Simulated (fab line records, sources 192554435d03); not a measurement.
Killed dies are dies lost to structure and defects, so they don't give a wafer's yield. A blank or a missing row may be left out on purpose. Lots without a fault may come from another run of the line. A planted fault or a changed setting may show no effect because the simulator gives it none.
Split-lot experiment | flow n5_finfet | 7 lots, 39 wafers read, on a route of 1938 steps

THE SPLIT
At N5_SD_EPI_P_EPI_21 (deposits SiGe:B, time 355 s), the setting time_s was moved away from the recipe's 355 s on 12 of the 39 wafers read, by -39.1% to +46.5%. The other wafers ran this setting at the recipe's value.

The reading is taken at the split's own step.

THE READING
SiGe-B_of_SD_EPI_P_EPI_21.thk_nm (the simulator's own value, which no gauge read), in nm, at N5_SD_EPI_P_EPI_21 (deposits SiGe:B, time 355 s). The file gives no usual value for it. The 27 wafers here that ran the recipe average 60.4 nm, standard deviation 0.72 nm.

wafer  | tool, chamber at the split | time_s as run, s | against the recipe | SiGe-B_of_SD_EPI_P_EPI_21.thk_nm, nm | against lot-mates on the recipe
L074.1 | epi_rpcvd-02, 0            | 216.1            | -39.1%             | 39.8                                 | -21.1
L074.2 | epi_rpcvd-02, 0            | 355              | recipe             | 61.6                                 | -
L074.3 | epi_rpcvd-02, 0            | 216.1            | -39.1%             | 40                                   | -20.9
L074.4 | epi_rpcvd-02, 0            | 216.1            | -39.1%             | 40                                   | -20.9
L074.5 | epi_rpcvd-02, 0            | 355              | recipe             | 60.8                                 | -
L074.6 | epi_rpcvd-02, 0            | 355              | recipe             | 60.2                                 | -
L075.1 | epi_rpcvd-02, 0            | 355              | recipe             | 60.4                                 | -
L075.2 | epi_rpcvd-02, 0            | 222.9            | -37.2%             | 40.8                                 | -19.3
L075.3 | epi_rpcvd-02, 0            | 222.9            | -37.2%             | 40.4                                 | -19.7
L075.4 | epi_rpcvd-02, 0            | 355              | recipe             | 60.2                                 | -
L075.5 | epi_rpcvd-02, 0            | 222.9            | -37.2%             | 41                                   | -19.1
L075.6 | epi_rpcvd-02, 0            | 355              | recipe             | 59.6                                 | -
L081.1 | epi_rpcvd-01, 0            | 355              | recipe             | 60.2                                 | -
L081.2 | epi_rpcvd-01, 0            | 355              | recipe             | 61                                   | -
L081.3 | epi_rpcvd-01, 0            | 355              | recipe             | 60.6                                 | -
L081.4 | epi_rpcvd-01, 0            | 355              | recipe             | 60.8                                 | -
L081.5 | epi_rpcvd-01, 0            | 355              | recipe             | 60.8                                 | -
L081.6 | epi_rpcvd-01, 0            | 355              | recipe             | 59.8                                 | -
L086.1 | epi_rpcvd-04, 0            | 355              | recipe             | 61.2                                 | -
L086.3 | epi_rpcvd-04, 0            | 355              | recipe             | 61.8                                 | -
L086.4 | epi_rpcvd-04, 0            | 355              | recipe             | 61.4                                 | -
L089.1 | epi_rpcvd-04, 0            | 355              | recipe             | 61.2                                 | -
L089.2 | epi_rpcvd-04, 0            | 519.9            | +46.5%             | 79.8                                 | +18.9
L089.4 | epi_rpcvd-04, 0            | 519.9            | +46.5%             | 79.8                                 | +18.9
L089.3 | epi_rpcvd-04, 0            | 519.9            | +46.5%             | 79.6                                 | +18.7
L089.5 | epi_rpcvd-04, 0            | 355              | recipe             | 60.4                                 | -
L089.6 | epi_rpcvd-04, 0            | 355              | recipe             | 61                                   | -
L090.1 | epi_rpcvd-02, 0            | 355              | recipe             | 59.8                                 | -
L090.2 | epi_rpcvd-02, 0            | 355              | recipe             | 59.6                                 | -
L090.3 | epi_rpcvd-02, 0            | 355              | recipe             | 59.2                                 | -
L090.4 | epi_rpcvd-02, 0            | 355              | recipe             | 59.2                                 | -
L090.5 | epi_rpcvd-02, 0            | 355              | recipe             | 59.4                                 | -
L090.6 | epi_rpcvd-02, 0            | 355              | recipe             | 60.4                                 | -
L093.1 | epi_rpcvd-02, 0            | 493.5            | +39.0%             | 76.2                                 | +15.7
L093.2 | epi_rpcvd-02, 0            | 355              | recipe             | 60                                   | -
L093.6 | epi_rpcvd-02, 0            | 355              | recipe             | 60                                   | -
L093.3 | epi_rpcvd-02, 0            | 493.5            | +39.0%             | 76.8                                 | +16.3
L093.4 | epi_rpcvd-02, 0            | 355              | recipe             | 61.4                                 | -
L093.5 | epi_rpcvd-02, 0            | 493.5            | +39.0%             | 76                                   | +15.5

THE FIT
A straight line over all 39 wafers: SiGe-B_of_SD_EPI_P_EPI_21.thk_nm changes by +0.464 nm for each +1% of time_s; r = +0.99; the points scatter about the line by 1.3 nm.
The same after taking each lot's own level away (the mean of its wafers on the recipe; 39 wafers): +0.461 nm for each +1%; r = +0.99; scatter 1.2 nm.
On that fit, the largest move of time_s shifts the reading by 21 nm.
The lots' own levels span 59.60 to 61.47 nm, that is 2.6 times the standard deviation above.
So the lot-to-lot level changes the slope little: the two slopes agree.
Check: with one of the wafers moved furthest among these (+46.5%) left out of the fit, the line predicts +20.9 nm for it against its lot-mates. It came out at +18.9 nm against them.

THE WHOLE CHAIN: every reading that the file lists as answering this split, in the file's order
step                    | what it does                | reading                                                                           | change (the file's fit)              | r (the file's)
N5_SD_EPI_P_EPI_21      | deposits SiGe:B, time 355 s | SiGe-B_of_SD_EPI_P_EPI_21.thk_nm (the simulator's own value, which no gauge read) | +0.46 nm for each +1% of the setting | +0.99
N5_SD_EPI_P_EPI_MEAS_23 |                             | thk_nm                                                                            | withheld for each +1% of the setting | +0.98

THE FILE'S OWN FIT
SiGe-B_of_SD_EPI_P_EPI_21.thk_nm changes by +0.46 nm for each +1% of time_s, r = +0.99.
